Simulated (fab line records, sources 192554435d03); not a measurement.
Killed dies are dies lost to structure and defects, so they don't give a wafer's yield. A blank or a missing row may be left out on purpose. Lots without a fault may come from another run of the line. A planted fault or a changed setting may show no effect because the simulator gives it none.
Chamber matching | flow n5_finfet | N5_BEOL_M0_STRIP_140 on rie_diel-02: 4 sister chambers
The step strips in CF4. 16 wafers are shown with their chamber, then 8 later ones without.

WAFERS WITH THEIR CHAMBER
wafer  | chamber | throttle_valve_pct (%) | showerhead_plenum_p_Torr (Torr) | oes_product_au (a.u.)
L074.1 | 2       | 13.37                  | 1.83                            | 0.81
L074.2 | 0       | 13.64                  | 1.78                            | 0.76
L074.3 | 3       | 13.72                  | 1.86                            | 0.72
L075.2 | 3       | 13.72                  | 1.86                            | 0.72
L075.3 | 1       | 13.53                  | 1.83                            | 0.90
L075.6 | 0       | 13.64                  | 1.78                            | 0.76
L078.2 | 0       | 13.64                  | 1.78                            | 0.75
L078.4 | 2       | 13.36                  | 1.83                            | 0.79
L078.6 | 0       | 13.63                  | 1.78                            | 0.76
L083.3 | 3       | 13.74                  | 1.85                            | 0.71
L083.4 | 2       | 13.40                  | 1.83                            | 0.79
L083.5 | 0       | 13.67                  | 1.77                            | 0.74
L084.1 | 3       | 13.75                  | 1.85                            | 0.71
L084.2 | 1       | 13.57                  | 1.83                            | 0.84
L084.4 | 2       | 13.39                  | 1.83                            | 0.77
L087.4 | 1       | 13.57                  | 1.82                            | 0.84

SIGNATURES (means of the wafers above)
reading                  | chamber 0 | chamber 1 | chamber 2 | chamber 3 | scatter within a chamber
throttle_valve_pct       | 13.6440   | 13.5567   | 13.3800   | 13.7325   | 0.0175
showerhead_plenum_p_Torr | 1.7780    | 1.8267    | 1.8300    | 1.8550    | 0.00453
oes_product_au           | 0.7540    | 0.8600    | 0.7900    | 0.7150    | 0.0174
Rule: a wafer's distance from a chamber is the root of the sum, over the readings, of the square of ((its reading less the chamber's mean) divided by the reading's scatter). The wafer belongs to the nearest chamber; if the next one is less than 2 further off, it can't be placed. The scatter: the root of (the sum of the squares of (reading less its chamber's mean) over the shown wafers, divided by (wafers less chambers)).

WAFERS WITHOUT THEIR CHAMBER
wafer  | throttle_valve_pct (%) | showerhead_plenum_p_Torr (Torr) | oes_product_au (a.u.)
L087.5 | 13.41                  | 1.82                            | 0.77
L087.6 | 13.77                  | 1.85                            | 0.70
L088.2 | 13.77                  | 1.85                            | 0.70
L088.4 | 13.77                  | 1.85                            | 0.71
L088.6 | 13.41                  | 1.82                            | 0.77
L095.2 | 13.80                  | 1.84                            | 0.68
L095.3 | 13.63                  | 1.82                            | 0.82
L095.5 | 13.74                  | 1.77                            | 0.72

WHICH CHAMBER EACH WENT THROUGH
wafer  | from the rows above | in truth
L087.5 | 2                   | 2
L087.6 | 3                   | 3
L088.2 | 3                   | 3
L088.4 | 3                   | 3
L088.6 | 2                   | 2
L095.2 | 3                   | 3
L095.3 | 1                   | 1
L095.5 | 0                   | 0
Placed correctly: 8 of 8. Can't be placed from these rows: 0. Placed wrongly: 0.
